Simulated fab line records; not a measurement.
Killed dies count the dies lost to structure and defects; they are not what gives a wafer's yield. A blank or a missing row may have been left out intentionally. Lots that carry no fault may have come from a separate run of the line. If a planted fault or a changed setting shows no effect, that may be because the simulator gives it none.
fab line records	flow n5_finfet	part 1 of 2: steps 1 to 22 of 31
record lots=5	wafers=15	last_day=18
route steps=1938 shown BEOL_M7@1309 BEOL_M8@1332
lots that met no fault: from a run of the same line without faults
start_h: hours from the record's first day to the start of the lot's first wafer shown	wait_h: hours elapsed since this lot's preceding step	" as in the row above	L1.1+2: one row covering several wafers at once	- no value, or no start was given	* or withheld: withheld	< > ~ a bound
route shown NAME@n: a module of which the file shows steps, and the number in the route of the first	usual: the fault-free wafers' mean and standard deviation	same: alike in all rows	chamber/n: place in a boat	sites: readings site by site	_std_site: standard deviation of those values	_edge_site: mean of outer sites minus mean of inner sites	radius_mm: how far each site lies from the wafer's centre	mask NAME#n: copy n	behind: the tool/chamber that last shaped the wafer	hold: reason for holding the lot/hours on hold/outcome of the hold	device: transistor that didn't switch, given as n, p or np	end of line: tests run on the same wafers once the route is complete	for a step that has no rows: nothing shown but its recipe	killed: not the wafer's yield, but the dies lost to structure and defects at the first sort	map: the dies of a wafer, with x for killed, . for not killed, _ for no die there
set.NAME: the setting that was run; set.NAME@STEP: the one run at that earlier step	model.NAME: the simulator's own value behind a step, which no gauge read
a table for each step, a row for each wafer; lots at some steps of the route
services: the hour from which a tool's chamber was out of use, counted from the record's first day as start_h (under 0 if before that day), plus the number of hours and why
## steps
# step N5_BEOL_M7_ETCH_41
# recipe chemistry=CH3F/O2	target=SiCN	target_depth_a=319	taper_deg=2	time_s=57.8	ion_energy_ev=120	mask_material=TiN	pressure_mtorr=30	source_w=395	bias_w=75	Ar_flow_sccm=150	CH3F_flow_sccm=30	O2_flow_sccm=20
# usual drypump_motor_current_A=5.9/0.32	mfc_ar_sccm=150.0/0.46	oes_product_au=0.81/0.1	rf_vpp_V=297.5/1.2	showerhead_plenum_p_Torr=2.00/0.048	throttle_valve_pct=16.31/0.27
lot.wafer	tool	chamber	start_h	wait_h	drypump_motor_current_A	mfc_ar_sccm	oes_product_au	rf_hours_counter_h	rf_vpp_V	showerhead_plenum_p_Torr	throttle_valve_pct
L076.3	rie_diel-01	1	-	-	5.9	150.1	0.67	237	297.1	1.97	16.40
L076.4	"	1	"	"	5.9	150.7	0.68	-	297.6	1.97	16.40
L076.6	"	3	"	"	5.8	150.6	0.79	-	296.4	1.92	16.51
L081.3	rie_diel-01	3	-	-	5.8	150.1	0.77	133	296.3	1.92	16.55
L081.4	"	2	"	"	5.5	150.3	0.67	-	299.5	2.05	16.62
L081.5	"	3	"	"	5.8	150.7	0.78	-	295.4	1.92	16.54
L086.1	rie_diel-01	0	-	-	6.3	149.8	0.93	16	298.6	2.04	15.84
L086.4	"	2	"	"	5.5	150.3	0.66	243	298.2	2.05	16.67
L086.5	"	2	"	"	5.5	150.2	0.66	-	299.7	2.05	16.66
L089.1	rie_diel-05	2	-	-	5.5	149.9	0.79	94	296.8	2.01	16.23
L089.4	"	2	"	"	5.5	149.4	0.79	-	297.8	2.01	16.22
L089.5	"	0	"	"	6.1	149.0	0.83	-	297.5	2.03	16.46
L097.1	rie_diel-01	1	-	-	5.9	150.0	0.89	29	296.1	1.96	16.05
L097.3	"	2	"	"	5.5	149.5	0.97	10	297.5	2.04	16.22
L097.6	"	2	"	"	5.5	149.5	0.97	-	299.5	2.04	16.20
# step N5_BEOL_M7_STRIP_80
# recipe chemistry=N2/H2	time_s=10	power_w=450	temp_c=40	pressure_mtorr=20	rf_frequency_hz=6e+07	bias_power_w=7	n2_flow_sccm=200	h2_flow_sccm=200
# usual drypump_motor_current_A=5.9/0.32	oes_product_au=0.81/0.1	rf_vpp_V=59.2/0.84	showerhead_plenum_p_Torr=2.55/0.06	temp_c=40.01/0.12	throttle_valve_pct=23.7/0.33
lot.wafer	tool	chamber	start_h	wait_h	drypump_motor_current_A	oes_product_au	rf_hours_counter_h	rf_vpp_V	showerhead_plenum_p_Torr	temp_c	throttle_valve_pct
L076.3	rie_diel-01	1	-	-	5.9	0.67	237	58.2	2.50	39.72	23.4
L076.4	"	1	"	"	5.9	0.67	-	58.6	2.50	39.92	23.4
L076.6	"	3	"	"	5.8	0.78	-	59.5	2.45	40.03	24.0
L081.3	rie_diel-01	3	-	-	5.8	0.78	133	60.5	2.45	40.09	24.0
L081.4	"	2	"	"	5.5	0.67	-	59.9	2.61	39.98	24.0
L081.5	"	3	"	"	5.8	0.78	-	56.8	2.45	40.25	24.0
L086.1	rie_diel-01	0	-	-	6.3	0.94	16	58.8	2.59	40.27	23.2
L086.4	"	2	"	"	5.5	0.66	243	59.7	2.61	40.08	24.0
L086.5	"	2	"	"	5.5	0.67	-	58.1	2.61	40.06	24.1
L089.1	rie_diel-05	2	-	-	5.5	0.78	94	61.0	2.57	39.78	23.6
L089.4	"	2	"	"	5.5	0.78	-	58.0	2.57	39.90	23.6
L089.5	"	0	"	"	6.1	0.82	-	59.0	2.57	39.86	23.8
L097.1	rie_diel-01	1	-	-	6.0	0.90	29	58.5	2.49	40.11	23.3
L097.3	"	2	"	"	5.5	0.97	10	58.9	2.60	39.96	23.7
L097.6	"	2	"	"	5.5	0.97	-	58.9	2.60	40.03	23.7
# step N5_BEOL_M7_OCD_MEAS_38
# usual trench_depth_nm=93.8/1.6
lot.wafer	tool	chamber	start_h	wait_h	trench_depth_nm
L076.3	ocd-02	-	200.59	-	90.4
L076.4	"	-	"	"	91.2
L076.6	"	-	"	"	93.3
L081.3	ocd-02	-	237.43	-	93.2
L081.4	"	-	"	"	92.6
L081.5	"	-	"	"	91.7
L086.1	ocd-02	-	266.75	-	93.7
L086.4	"	-	"	"	90.8
L086.5	"	-	"	"	92.2
L089.1	ocd-01	-	288.72	-	92.5
L089.4	"	-	"	"	92.5
L089.5	"	-	"	"	93.9
L097.1	ocd-02	-	345.31	-	94.7
L097.3	"	-	"	"	94.2
L097.6	"	-	"	"	94.5
# step N5_BEOL_M7_HM_STRIP_39
# recipe chemistry=peroxide_tin_strip	material=TiN	target_depth_a=250	temp_c=50	time_s=158
# usual temp_c=49.99/0.12
lot.wafer	tool	chamber	start_h	wait_h	temp_c
L076.3	wet_bench-06	5	200.62	0.0	50.15
L076.4	"	4	"	"	49.82
L076.6	"	6	"	"	49.85
L081.3	wet_bench-02	3	237.46	0.0	49.92
L081.4	"	5	"	"	49.90
L081.5	"	6	"	"	49.84
L086.1	wet_bench-06	0	266.78	0.0	50.01
L086.4	"	5	"	"	49.84
L086.5	"	3	"	"	49.95
L089.1	wet_bench-06	3	288.75	0.0	49.81
L089.4	"	2	"	"	49.96
L089.5	"	1	"	"	49.91
L097.1	wet_bench-01	7	345.34	0.0	50.23
L097.3	"	2	"	"	49.87
L097.6	"	0	"	"	49.91
# step N5_BEOL_M7_SRD_40
# recipe time_s=30	temp_c=23	rinse_liquid=diw	dry=ipa_marangoni
# usual temp_c=23.00/0.1
lot.wafer	tool	chamber	start_h	wait_h	temp_c
L076.3	wet_bench-06	5	200.67	0.0	22.97
L076.4	"	4	"	"	23.11
L076.6	"	6	"	"	22.85
L081.3	wet_bench-02	3	237.51	0.0	22.95
L081.4	"	5	"	"	22.84
L081.5	"	6	"	"	22.96
L086.1	wet_bench-06	0	266.83	0.0	22.94
L086.4	"	5	"	"	23.07
L086.5	"	3	"	"	22.92
L089.1	wet_bench-06	3	288.80	0.0	23.14
L089.4	"	2	"	"	23.00
L089.5	"	1	"	"	22.93
L097.1	wet_bench-01	7	345.39	0.0	22.88
L097.3	"	2	"	"	23.14
L097.6	"	0	"	"	22.98
# step N5_BEOL_M7_PRECLEAN_42
# recipe chemistry=residue_remover	time_s=60	temp_c=40
# usual temp_c=40.01/0.11
lot.wafer	tool	chamber	start_h	wait_h	temp_c
L076.3	wet_bench-06	5	200.68	0.0	40.01
L076.4	"	4	"	"	39.99
L076.6	"	6	"	"	39.94
L081.3	wet_bench-02	3	237.53	0.0	39.90
L081.4	"	5	"	"	40.32
L081.5	"	6	"	"	40.01
L086.1	wet_bench-06	0	266.84	0.0	39.95
L086.4	"	5	"	"	39.91
L086.5	"	3	"	"	40.03
L089.1	wet_bench-06	3	288.82	0.0	40.16
L089.4	"	2	"	"	40.07
L089.5	"	1	"	"	40.08
L097.1	wet_bench-01	7	345.41	0.0	40.05
L097.3	"	2	"	"	40.24
L097.6	"	0	"	"	39.83
# step N5_BEOL_M7_SRD_43
# recipe time_s=30	temp_c=23	rinse_liquid=diw	dry=ipa_marangoni
# usual temp_c=23.01/0.11
lot.wafer	tool	chamber	start_h	wait_h	temp_c
L076.3	wet_bench-06	5	200.70	0.0	23.07
L076.4	"	4	"	"	23.17
L076.6	"	6	"	"	23.00
L081.3	wet_bench-02	3	237.55	0.0	23.07
L081.4	"	5	"	"	22.86
L081.5	"	6	"	"	22.86
L086.1	wet_bench-06	0	266.86	0.0	23.08
L086.4	"	5	"	"	22.99
L086.5	"	3	"	"	23.13
L089.1	wet_bench-06	3	288.83	0.0	23.25
L089.4	"	2	"	"	22.84
L089.5	"	1	"	"	22.88
L097.1	wet_bench-01	7	345.42	0.0	23.00
L097.3	"	2	"	"	22.98
L097.6	"	0	"	"	22.99
# step N5_BEOL_M7_CD_MEAS_35
# recipe target_cd_nm=40	polarity=opening
# usual cd_nm=40.1/0.44
lot.wafer	tool	chamber	start_h	wait_h	cd_nm
L076.3	cd_sem-03	-	200.75	0.0	40.4
L076.4	"	-	"	"	39.9
L076.6	"	-	"	"	40.0
L081.3	cd_sem-02	-	237.59	0.0	40.6
L081.4	"	-	"	"	40.2
L081.5	"	-	"	"	39.8
L086.1	cd_sem-02	-	266.90	0.0	39.7
L086.4	"	-	"	"	40.1
L086.5	"	-	"	"	39.7
L089.1	cd_sem-01	-	288.87	0.0	40.1
L089.4	"	-	"	"	40.7
L089.5	"	-	"	"	40.4
L097.1	cd_sem-03	-	345.46	0.0	40.5
L097.3	"	-	"	"	40.6
L097.6	"	-	"	"	39.9
# step N5_BEOL_M7_CURE_75
# recipe temp_c=370	time_s=120	ambient=DMADMS/He	material=SiCOH_lowk
# usual lamp_power_pct=52.32/0.058	wafer_temp_C_max=372.0/0.56
lot.wafer	tool	chamber	start_h	wait_h	lamp_power_pct	wafer_temp_C_max
L076.3	uv_cure-01	1	201.14	0.4	52.31	371.8
L076.4	"	1	"	"	52.27	371.9
L076.6	"	1	"	"	52.27	371.3
L081.3	uv_cure-02	1	238.06	0.5	52.24	372.3
L081.4	"	1	"	"	52.37	372.1
L081.5	"	1	"	"	52.33	372.3
L086.1	uv_cure-03	2	266.94	0.0	52.30	371.3
L086.4	"	2	"	"	52.31	371.3
L086.5	"	2	"	"	52.34	371.8
L089.1	uv_cure-03	1	288.92	0.0	52.16	373.0
L089.4	"	1	"	"	52.30	372.2
L089.5	"	1	"	"	52.32	372.1
L097.1	uv_cure-03	0	345.98	0.5	52.20	372.3
L097.3	"	0	"	"	52.30	372.1
L097.6	"	0	"	"	52.34	371.3
# step N5_BEOL_M7_DEGAS_44
# recipe ambient=vacuum	temp_c=250	time_s=60
# usual heater_power_w=336/37
lot.wafer	tool	chamber	start_h	wait_h	heater_power_w
L076.3	pvd_sputter-02	-	201.72	0.5	317
L076.4	"	-	"	"	359
L076.6	"	-	"	"	414
L081.3	pvd_sputter-02	-	238.30	0.2	385
L081.4	"	-	"	"	412
L081.5	"	-	"	"	402
L086.1	pvd_sputter-01	-	267.85	0.9	279
L086.4	"	-	"	"	325
L086.5	"	-	"	"	336
L089.1	pvd_sputter-03	-	290.81	1.8	319
L089.4	"	-	"	"	353
L089.5	"	-	"	"	309
L097.1	pvd_sputter-01	-	346.60	0.5	320
L097.3	"	-	"	"	281
L097.6	"	-	"	"	343
# step N5_BEOL_M7_PRE_CLEAN_45
# recipe gas=H2/He	time_s=30	temp_c=250
# usual heater_power_w=336/37
lot.wafer	tool	chamber	start_h	wait_h	heater_power_w
L076.3	pvd_sputter-02	-	201.76	0.0	324
L076.4	"	-	"	"	350
L076.6	"	-	"	"	415
L081.3	pvd_sputter-02	-	238.34	0.0	405
L081.4	"	-	"	"	412
L081.5	"	-	"	"	397
L086.1	pvd_sputter-01	-	267.89	0.0	271
L086.4	"	-	"	"	311
L086.5	"	-	"	"	335
L089.1	pvd_sputter-03	-	290.85	0.0	316
L089.4	"	-	"	"	341
L089.5	"	-	"	"	311
L097.1	pvd_sputter-01	-	346.64	0.0	313
L097.3	"	-	"	"	280
L097.6	"	-	"	"	343
# step N5_BEOL_M7_ALD_77
# recipe material=TaN	target_thk_a=20	temp_c=275	ald_precursor_family=PDMAT	ald_co_reactant=NH3	pressure_torr=3	carrier_flow_sccm=1500	pulse_time_s=2	purge_time_s=3	co_reactant_purge_time_s=2	co_reactant_pulse_time_s=3	ald_cycles=40	precursor_vessel_temp_c=75	precursor_vessel_pressure_torr=26.25	precursor_vessel_carrier_sccm=1000
# usual chamber_pressure_Torr=3.000/0.0067	heater_power_w=409/50	precursor_vessel_carrier_sccm=1000/3
# same purge_time_s=3
lot.wafer	tool	chamber	start_h	wait_h	chamber_pressure_Torr	heater_power_w	precursor_vessel_carrier_sccm
L076.3	ald_metal-02	1	201.82	0.0	2.989	416	1001
L076.4	"	3	"	"	2.994	389	1005
L076.6	"	0	"	"	3.001	473	1004
L081.3	ald_metal-04	0	238.40	0.0	2.999	472	999
L081.4	"	2	"	"	3.000	440	996
L081.5	"	0	"	"	3.000	477	1002
L086.1	ald_metal-04	0	268.18	0.3	3.006	451	1002
L086.4	"	1	"	"	3.008	415	1003
L086.5	"	0	"	"	3.008	466	1005
L089.1	ald_metal-04	0	290.91	0.0	2.996	470	999
L089.4	"	3	"	"	3.000	394	1002
L089.5	"	1	"	"	3.002	412	1005
L097.1	ald_metal-04	2	346.82	0.2	3.004	430	1001
L097.3	"	1	"	"	2.994	420	1000
L097.6	"	0	"	"	2.994	470	1002
# step N5_BEOL_M7_SURFACE_TREAT_79
# recipe gas=Ar	time_s=*	ion_energy_ev=*	ion_current_ma_cm2=0.5	pressure_mtorr=*	ar_flow_sccm=30
# usual throttle_valve_pct=*
lot.wafer	tool	chamber	start_h	wait_h	throttle_valve_pct
L076.3	pvd_sputter-01	-	202.37	0.4	*
L076.4	"	-	"	"	*
L076.6	"	-	"	"	*
L081.3	pvd_sputter-01	-	238.78	0.3	*
L081.4	"	-	"	"	*
L081.5	"	-	"	"	*
L086.1	pvd_sputter-03	-	269.30	1.0	*
L086.4	"	-	"	"	*
L086.5	"	-	"	"	*
L089.1	pvd_sputter-03	-	291.31	0.3	*
L089.4	"	-	"	"	*
L089.5	"	-	"	"	*
L097.1	pvd_sputter-02	-	348.78	1.8	*
L097.3	"	-	"	"	*
L097.6	"	-	"	"	*
# step N5_BEOL_M7_CVD_78
# recipe material=Co	target_thk_a=20	temp_c=withheld	precursor=CCTBA/H2	pressure_torr=30	time_s=142.3
# usual chamber_pressure_Torr=30.00/0.07
lot.wafer	tool	chamber	start_h	wait_h	chamber_pressure_Torr
L076.3	cvd_co-02	1	202.43	0.0	29.94
L076.4	"	2	"	"	30.03
L076.6	"	0	"	"	30.02
L081.3	cvd_co-01	1	238.84	0.0	30.02
L081.4	"	2	"	"	30.06
L081.5	"	0	"	"	30.07
L086.1	cvd_co-01	1	269.36	0.0	29.82
L086.4	"	1	"	"	29.99
L086.5	"	0	"	"	29.99
L089.1	cvd_co-01	2	291.39	0.1	30.04
L089.4	"	1	"	"	29.97
L089.5	"	0	"	"	30.11
L097.1	cvd_co-02	0	348.84	0.0	30.01
L097.3	"	2	"	"	29.99
L097.6	"	2	"	"	30.02
# step N5_BEOL_M7_SPUTTER_48
# recipe material=Cu	target_thk_a=100	temp_c=-20	bias_v=60	power_w=26000	chamber_pressure_pa=0.13	time_s=1.667
# usual throttle_valve_pct=30.2/1.1
lot.wafer	tool	chamber	start_h	wait_h	throttle_valve_pct
L076.3	pvd_sputter-02	-	202.64	0.2	30.4
L076.4	"	-	"	"	30.0
L076.6	"	-	"	"	30.2
L081.3	pvd_sputter-01	-	239.04	0.2	29.7
L081.4	"	-	"	"	30.9
L081.5	"	-	"	"	29.4
L086.1	pvd_sputter-03	-	269.62	0.2	30.9
L086.4	"	-	"	"	29.0
L086.5	"	-	"	"	28.9
L089.1	pvd_sputter-01	-	291.56	0.1	30.3
L089.4	"	-	"	"	29.7
L089.5	"	-	"	"	30.6
L097.1	pvd_sputter-02	-	348.98	0.1	30.4
L097.3	"	-	"	"	28.0
L097.6	"	-	"	"	29.8
# step N5_BEOL_M7_ECD_50
# recipe material=Cu	target_thk_a=3000
lot.wafer	tool	chamber	start_h	wait_h
L076.3+4+6	ecd_cu-02	0,1,0	202.78	0.1
L081.3+4+5	ecd_cu-01	0,1,0	239.18	0.1
L086.1+4+5	ecd_cu-01	0	269.74	0.1
L089.1+4+5	ecd_cu-01	0	291.67	0.1
L097.1+3+6	ecd_cu-02	0,1,0	349.10	0.1
# step N5_BEOL_M7_ANNEAL_51
# recipe temp_c=225	time_s=90	ambient=N2
# usual wafer_temp_C_max=225.89/0.24
lot.wafer	tool	chamber	start_h	wait_h	wafer_temp_C_max
L076.3	rtp_anneal-02	0	203.21	0.4	225.89
L076.4	"	0	"	"	225.57
L076.6	"	0	"	"	225.56
L081.3	rtp_anneal-01	0	239.34	0.1	225.85
L081.4	"	0	"	"	225.53
L081.5	"	0	"	"	225.42
L086.1	rtp_anneal-01	0	269.90	0.1	225.46
L086.4	"	0	"	"	225.30
L086.5	"	0	"	"	225.95
L089.1	rtp_anneal-01	0	291.77	0.1	226.07
L089.4	"	0	"	"	225.71
L089.5	"	0	"	"	226.03
L097.1	rtp_anneal-02	0	349.19	0.1	225.68
L097.3	"	0	"	"	226.09
L097.6	"	0	"	"	225.67
# step N5_BEOL_M7_CMP_52
# recipe stop_on=SiCOH_lowk	t_overpolish_s=6.9	down_force_psi=1	platen_rpm=50	clearing_platen_down_force_psi=1.5	clearing_platen_rpm=50	post_cmp_clean=cu_alkaline	target_thk_nm=80	clearing_platen_pad_velocity_m_s=0.99484	pad_velocity_m_s=0.99484
# usual barrier_field_endpoint_s=28.9/0.64	edge_zone_pressure_frac=1.000/0.0052	motor_current_A=6.0/0.5	overpolish_run_s=6.900/0.0099	platen_rpm=50.00/0.032	time_to_endpoint_s=63.3/2.5
lot.wafer	tool	chamber	start_h	wait_h	barrier_field_endpoint_s	edge_zone_pressure_frac	motor_current_A	overpolish_run_s	platen_rpm	time_to_endpoint_s
L076.3	cmp-01	3	203.42	0.2	29.1	1.003	5.2	6.897	49.99	68.4
L076.4	"	2	"	"	29.2	1.007	6.6	6.896	50.02	64.9
L076.6	"	3	"	"	29.3	1.010	4.9	6.889	50.05	64.7
L081.3	cmp-03	0	239.60	0.2	28.8	1.009	4.9	6.899	50.01	60.6
L081.4	"	1	"	"	29.0	0.997	5.8	6.914	50.00	63.9
L081.5	"	3	"	"	29.0	1.000	6.0	6.892	50.01	64.8
L086.1	cmp-01	2	270.24	0.3	27.8	0.994	6.3	6.913	50.09	63.9
L086.4	"	3	"	"	28.6	0.997	5.3	6.906	50.09	63.3
L086.5	"	1	"	"	28.8	0.995	6.2	6.895	50.02	59.9
L089.4	cmp-01	3	292.14	0.2	28.8	0.995	4.8	6.894	49.96	63.2
L089.1	"	0	"	"	28.4	1.007	6.6	6.902	50.04	64.7
L089.5	"	2	"	"	28.9	1.003	6.3	6.901	49.97	61.3
L097.1	cmp-02	1	349.49	0.3	29.3	0.993	5.3	6.905	49.98	69.8
L097.3	"	0	"	"	29.6	0.996	6.4	6.919	49.97	68.3
L097.6	"	2	"	"	29.0	0.994	5.8	6.904	50.01	67.2
# step N5_BEOL_M7_THK_MEAS_53
# recipe thk_meas_gauge=xrf	reads=Cu_of_BEOL_M7_ECD_50
# usual M7_THK=79.9/2
lot.wafer	tool	chamber	start_h	wait_h	M7_THK[nm]
L076.3	film_metro-02	-	203.71	-	77.8
L076.4	"	-	"	"	78.1
L076.6	"	-	"	"	81.5
L081.3	film_metro-02	-	239.86	-	80.0
L081.4	"	-	"	"	80.3
L081.5	"	-	"	"	80.8
L086.1	film_metro-02	-	270.50	-	80.5
L086.4	"	-	"	"	78.3
L086.5	"	-	"	"	78.3
L089.1	film_metro-02	-	292.36	-	77.4
L089.4	"	-	"	"	80.1
L089.5	"	-	"	"	80.0
L097.1	film_metro-01	-	349.79	-	80.6
L097.3	"	-	"	"	80.1
L097.6	"	-	"	"	79.4
# step N5_BEOL_M7_PRE_CLEAN_55
# recipe gas=NH3	time_s=15	temp_c=withheld	rf_power_w=300
lot.wafer	tool	chamber	start_h	wait_h
L076.3+4+6	pecvd-02	0,0,2	203.75	0.0
L081.3+4+5	pecvd-04	0,0,2	239.89	0.0
L086.1+4+5	pecvd-02	2,1,0	270.54	0.0
L089.1+4+5	pecvd-02	0,2,0	292.40	0.0
L097.1+3+6	pecvd-03	0,2,1	349.83	0.0
# step N5_BEOL_M7_DEP_56
# recipe material=SiCN	target_thk_a=100	temp_c=withheld	precursor=3MS/NH3	pressure_torr=3	rf_w=202	time_s=17.5
# usual chamber_pressure_Torr=3.000/0.007	showerhead_plenum_p_Torr=3.657/0.01	throttle_valve_pct=9.2/0.62
lot.wafer	tool	chamber	start_h	wait_h	chamber_pressure_Torr	showerhead_plenum_p_Torr	throttle_valve_pct
L076.3	pecvd-02	0	203.78	0.0	2.999	3.661	8.9
L076.4	"	0	"	"	3.003	3.656	9.0
L076.6	"	2	"	"	2.989	3.664	8.9
L081.3	pecvd-04	0	239.92	0.0	3.008	3.669	9.2
L081.4	"	0	"	"	2.998	3.680	9.4
L081.5	"	2	"	"	2.993	3.642	8.6
L086.1	pecvd-02	2	270.56	0.0	3.004	3.664	9.1
L086.4	"	1	"	"	2.998	3.665	8.9
L086.5	"	0	"	"	3.001	3.655	8.8
L089.1	pecvd-02	0	292.42	0.0	2.995	3.665	9.3
L089.4	"	2	"	"	2.995	3.667	8.9
L089.5	"	0	"	"	2.995	3.669	9.0
L097.1	pecvd-03	0	349.85	0.0	3.011	3.655	10.0
L097.3	"	2	"	"	3.004	3.650	8.2
L097.6	"	1	"	"	3.007	3.659	9.8
# step N5_BEOL_M7_RS_MEAS_57
# recipe thk_meas_gauge=four-point-probe	reads=Cu_of_BEOL_M7_ECD_50+Co_of_BEOL_M7_CVD_78+TaN_of_BEOL_M7_ALD_77
# usual M7_RS=0.283/0.0072
lot.wafer	tool	chamber	start_h	wait_h	M7_RS[ohm/sq]
L076.3	film_metro-02	-	203.85	0.1	0.295
L076.4	"	-	"	"	0.294
L076.6	"	-	"	"	0.280
L081.3	film_metro-02	-	239.99	0.1	0.285
L081.4	"	-	"	"	0.285
L081.5	"	-	"	"	0.283
L086.1	film_metro-01	-	270.63	0.1	0.285
L086.4	"	-	"	"	0.291
L086.5	"	-	"	"	0.292
L089.1	film_metro-02	-	292.49	0.1	0.294
L089.4	"	-	"	"	0.284
L089.5	"	-	"	"	0.282
L097.1	film_metro-02	-	349.92	0.1	0.275
L097.3	"	-	"	"	0.277
L097.6	"	-	"	"	0.281
